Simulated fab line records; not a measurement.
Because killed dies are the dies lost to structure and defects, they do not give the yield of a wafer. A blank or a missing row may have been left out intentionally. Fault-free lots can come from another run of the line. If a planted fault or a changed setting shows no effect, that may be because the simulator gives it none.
Which tool is to blame? | flow n5_finfet | 10 lots with 30 wafers sampled at 5 steps, on a route of 1938 steps

WHAT THE GAUGES READ, wafer by wafer
The record lacks any reading of a measuring or inspecting step that a usual standard deviation could be used to judge.

WHICH TOOL RAN EACH LOT (tool, then ch and the chambers of the sampled wafers, then the start)
lot  | N5_BEOL_M8_ETCH_66                 | N5_BEOL_M15_STRIP_62                          | N5_MIM_TOP_ALD_01                           | N5_MIM_TOP_ETCH_ETCH_00           | N5_PASSIVATION_PROBE_49
L142 | rie_diel-06 ch 0,1,2, day 10 04:59 | rie_diel-01 ch 0,1,2, day 12 11:04 or earlier | ald_hk-03 ch 0,1,3, day 12 11:04 or earlier | rie_metal-02 ch 0,1, day 12 11:04 | -
L143 | rie_diel-06 ch 0,3, day 10 08:01   | rie_diel-01 ch 0,2,3, day 12 16:24 or earlier | ald_hk-03 ch 0,1, day 12 16:24 or earlier   | rie_metal-01 ch 0,1, day 12 16:24 | -
L145 | rie_diel-05 ch 0,1,2, day 10 22:53 | rie_diel-01 ch 1,2,3, day 13 06:35 or earlier | ald_hk-02 ch 0,2,3, day 13 06:35 or earlier | rie_metal-01 ch 0,1, day 13 06:35 | -
L146 | rie_diel-06 ch 0,1,2, day 11 09:28 | rie_diel-03 ch 0,2,3, day 13 17:17 or earlier | ald_hk-02 ch 0,3, day 13 17:17 or earlier   | rie_metal-01 ch 0,1, day 13 17:17 | -
L148 | rie_diel-05 ch 1,3, day 11 16:48   | rie_diel-02 ch 0,3, day 14 01:57 or earlier   | ald_hk-01 ch 0,1,3, day 14 01:57 or earlier | rie_metal-01 ch 1, day 14 01:57   | -
L149 | rie_diel-06 ch 0,1,3, day 12 17:45 | rie_diel-03 ch 0,2, day 15 09:04 or earlier   | ald_hk-03 ch 1,2, day 15 09:04 or earlier   | rie_metal-03 ch 0,1, day 15 09:04 | -
L153 | rie_diel-04 ch 2,3, day 12 20:53   | rie_diel-02 ch 0,1, day 15 13:53 or earlier   | ald_hk-02 ch 1,2, day 15 13:53 or earlier   | rie_metal-03 ch 0,1, day 15 13:53 | -
L157 | rie_diel-04 ch 0,2,3, day 14 07:58 | rie_diel-03 ch 0,1, day 16 20:14 or earlier   | ald_hk-02 ch 0,2, day 16 20:14 or earlier   | rie_metal-01 ch 0,1, day 16 20:14 | prober-01, day 17 07:13
L159 | rie_diel-04 ch 0,2,3, day 14 23:58 | rie_diel-02 ch 0,2,3, day 17 03:13 or earlier | ald_hk-02 ch 0,1,2, day 17 03:13 or earlier | rie_metal-01 ch 0,1, day 17 03:13 | prober-01, day 17 17:26
L162 | rie_diel-05 ch 1,3, day 15 12:43   | rie_diel-03 ch 0,2, day 17 22:08 or earlier   | ald_hk-02 ch 0,2, day 17 22:08 or earlier   | rie_metal-02 ch 0,1, day 17 22:08 | -
- N5_BEOL_M8_ETCH_66: etches SOC in N2/H2, target depth 80 nm, overetch 16 nm, time 120 s.
- N5_BEOL_M15_STRIP_62: strips in O2.
- N5_MIM_TOP_ALD_01: deposits HfO2, target thk 5.6 nm, pulse time 1 s, purge time 3 s.
- N5_MIM_TOP_ETCH_ETCH_00: etches TiN in Cl2/BCl3, target depth 38.5 nm.
- N5_PASSIVATION_PROBE_49

AS READ BY THE TOOLS THEMSELVES (means over the sampled wafers that have a number; for cases with no such wafer, the mark the record gives instead)
N5_BEOL_M8_ETCH_66. Usual: drypump_motor_current_A 5.8 A, standard deviation 0.42; oes_product_au 0.61 a.u., standard deviation 0.057; rf_vpp_V 524.9 V, standard deviation 2.4; showerhead_plenum_p_Torr 2.59 Torr, standard deviation 0.086; throttle_valve_pct 17.63 %, standard deviation 0.24.
lot  | tool        | drypump_motor_current_A (A) | oes_product_au (a.u.) | rf_vpp_V (V) | showerhead_plenum_p_Torr (Torr) | throttle_valve_pct (%) | flag
L142 | rie_diel-06 | 6.0                         | 0.59                  | 524.1        | 2.55                            | 17.74                  |
L143 | rie_diel-06 | 6.1                         | 0.55                  | 521.6        | 2.49                            | 17.63                  |
L145 | rie_diel-05 | 5.5                         | 0.63                  | 526.5        | 2.65                            | 17.56                  |
L146 | rie_diel-06 | 6.0                         | 0.58                  | 523.6        | 2.55                            | 17.77                  |
L148 | rie_diel-05 | 5.8                         | 0.61                  | 525.4        | 2.60                            | 17.61                  |
L149 | rie_diel-06 | 6.3                         | 0.63                  | 526.3        | 2.64                            | 17.55                  |
L153 | rie_diel-04 | 5.7                         | 0.64                  | 525.2        | 2.57                            | 17.67                  |
L157 | rie_diel-04 | 5.6                         | 0.61                  | 524.7        | 2.56                            | 17.75                  |
L159 | rie_diel-04 | 5.6                         | 0.61                  | 525.0        | 2.56                            | 17.77                  |
L162 | rie_diel-05 | 5.8                         | 0.62                  | 524.0        | 2.54                            | 17.65                  |

N5_BEOL_M15_STRIP_62. Usual: drypump_motor_current_A 5.7 A, standard deviation 0.52; oes_product_au 0.82 a.u., standard deviation 0.07; rf_vpp_V 3.7 V, standard deviation 0.56; showerhead_plenum_p_Torr 2.11 Torr, standard deviation 0.062; throttle_valve_pct 16.56 %, standard deviation 0.16.
lot  | tool        | drypump_motor_current_A (A) | oes_product_au (a.u.) | rf_vpp_V (V) | showerhead_plenum_p_Torr (Torr) | throttle_valve_pct (%) | flag
L142 | rie_diel-01 | 5.4                         | 0.79                  | 3.8          | 2.12                            | 16.62                  |
L143 | rie_diel-01 | 5.4                         | 0.82                  | 3.6          | 2.13                            | 16.62                  |
L145 | rie_diel-01 | 5.3                         | 0.80                  | 3.2          | 2.08                            | 16.57                  |
L146 | rie_diel-03 | 5.9                         | 0.85                  | 3.7          | 2.13                            | 16.43                  |
L148 | rie_diel-02 | 5.3                         | 0.86                  | 3.0          | 2.15                            | 16.44                  |
L149 | rie_diel-03 | 5.9                         | 0.85                  | 3.7          | 2.10                            | 16.32                  |
L153 | rie_diel-02 | 5.9                         | 0.83                  | 3.9          | 2.08                            | 16.62                  |
L157 | rie_diel-03 | 6.0                         | 0.88                  | 3.9          | 2.07                            | 16.29                  |
L159 | rie_diel-02 | 5.4                         | 0.78                  | 3.8          | 2.10                            | 16.58                  |
L162 | rie_diel-03 | 5.9                         | 0.82                  | 4.3          | 2.09                            | 16.36                  |

N5_MIM_TOP_ALD_01. Usual: precursor_pulse_height_rel 1.002, standard deviation 0.02.
lot  | tool      | precursor_pulse_height_rel | flag
L142 | ald_hk-03 | 1.017                      |
L143 | ald_hk-03 | 1.007                      |
L145 | ald_hk-02 | 1.011                      |
L146 | ald_hk-02 | 1.007                      |
L148 | ald_hk-01 | 1.015                      |
L149 | ald_hk-03 | 0.981                      |
L153 | ald_hk-02 | 1.008                      |
L157 | ald_hk-02 | 0.999                      |
L159 | ald_hk-02 | 1.013                      |
L162 | ald_hk-02 | 0.989                      |

N5_MIM_TOP_ETCH_ETCH_00. Usual: drypump_motor_current_A 5.8 A, standard deviation 0.45; mfc_cl2_sccm 53.26 sccm, standard deviation 0.15; oes_product_au 0.74 a.u., standard deviation 0.087; throttle_valve_pct 22.90 %, standard deviation 0.17.
lot  | tool         | drypump_motor_current_A (A) | mfc_cl2_sccm (sccm) | oes_product_au (a.u.) | throttle_valve_pct (%) | flag
L142 | rie_metal-02 | 6.2                         | 53.31               | 0.65                  | 23.17                  |
L143 | rie_metal-01 | 5.6                         | 53.40               | 0.69                  | 22.78                  |
L145 | rie_metal-01 | 5.6                         | 53.29               | 0.69                  | 22.78                  |
L146 | rie_metal-01 | 5.6                         | 53.25               | 0.69                  | 22.79                  |
L148 | rie_metal-01 | 5.9                         | 53.56               | 0.68                  | 22.81                  |
L149 | rie_metal-03 | 6.1                         | 53.28               | 0.79                  | 23.03                  |
L153 | rie_metal-03 | 6.1                         | 53.25               | 0.78                  | 23.03                  |
L157 | rie_metal-01 | 5.6                         | 53.26               | 0.67                  | 22.80                  |
L159 | rie_metal-01 | 5.3                         | 53.17               | 0.68                  | 22.80                  |
L162 | rie_metal-02 | 6.1                         | 53.25               | 0.93                  | 22.71                  |

N5_PASSIVATION_PROBE_49. Usual: defect_limited_yield 91.3 %, standard deviation 1.4; killed_at_M0_to_M3 34, standard deviation 10; killed_at_M4_up 13, standard deviation 4.8; killed_at_contacts 12, standard deviation 6.1; killed_at_front_end 40, standard deviation 11; killed_at_other 3.7, standard deviation 2.8; killed_dies 103, standard deviation 16; killed_open 67, standard deviation 12; killed_short 34, standard deviation 7.4; sort_bin_5_function 5.1 %, standard deviation 0.95; sort_bin_6_memory 3.2 %, standard deviation 0.62; sort_n_pass 1077, standard deviation 16; sort_yield_pct 91.3 %, standard deviation 1.4.
lot  | tool      | defect_limited_yield (%) | killed_at_M0_to_M3 | killed_at_M4_up | killed_at_contacts | killed_at_front_end | killed_at_other | killed_dies | killed_open | killed_short | sort_bin_5_function (%) | sort_bin_6_memory (%) | sort_n_pass | sort_yield_pct (%) | flag
L157 | prober-01 | 87.7                     | 36                 | 56              | 7                  | 41                  | 5.0             | 145         | 70          | 35           | 7.2                     | 4.0                   | 1035        | 87.7               | OFF
L159 | prober-01 | 88.4                     | 43                 | 52              | 6                  | 33                  | 3.3             | 137         | 56          | 36           | 7.0                     | 3.6                   | 1043        | 88.4               | OFF

THE ANSWER, worked out from the rows above alone
Rule: a lot counts as off when the mean over its wafers that have a number is more than 3 standard deviations away from the usual mean. A lot without any number at a reading at which 4 lots or more have one is off too. All remaining lots with rows at the step are treated as sound. Order of review: gauges by route order, followed by the tools' own readings, for which a lot's mean as printed above is used. The first step at which some lot is off is used, and at that step the reading that is off furthest; a lot without a number counts as furthest.
Off, at N5_PASSIVATION_PROBE_49 on killed_at_M4_up: L157, L159. Neither off nor sound, because the step has no rows for them: L142, L143, L145, L146, L148, L149, L153, L162.
If a tool, at that step or one of the process steps before it, ran each lot that is off and ran no sound lot following the first of them, it fits. Because N5_BEOL_M15_STRIP_62 lacks a start for some lots, the hours and order of its lots are taken from N5_MIM_TOP_ETCH_ETCH_00. Because N5_MIM_TOP_ALD_01 lacks a start for some lots, the hours and order of its lots are taken from N5_MIM_TOP_ETCH_ETCH_00. Can't be told from this: 4 tools fit, rie_diel-04 at N5_BEOL_M8_ETCH_66, ald_hk-02 at N5_MIM_TOP_ALD_01, rie_metal-01 at N5_MIM_TOP_ETCH_ETCH_00, prober-01 at N5_PASSIVATION_PROBE_49.

WHAT WAS PUT IN BY THE SIMULATOR
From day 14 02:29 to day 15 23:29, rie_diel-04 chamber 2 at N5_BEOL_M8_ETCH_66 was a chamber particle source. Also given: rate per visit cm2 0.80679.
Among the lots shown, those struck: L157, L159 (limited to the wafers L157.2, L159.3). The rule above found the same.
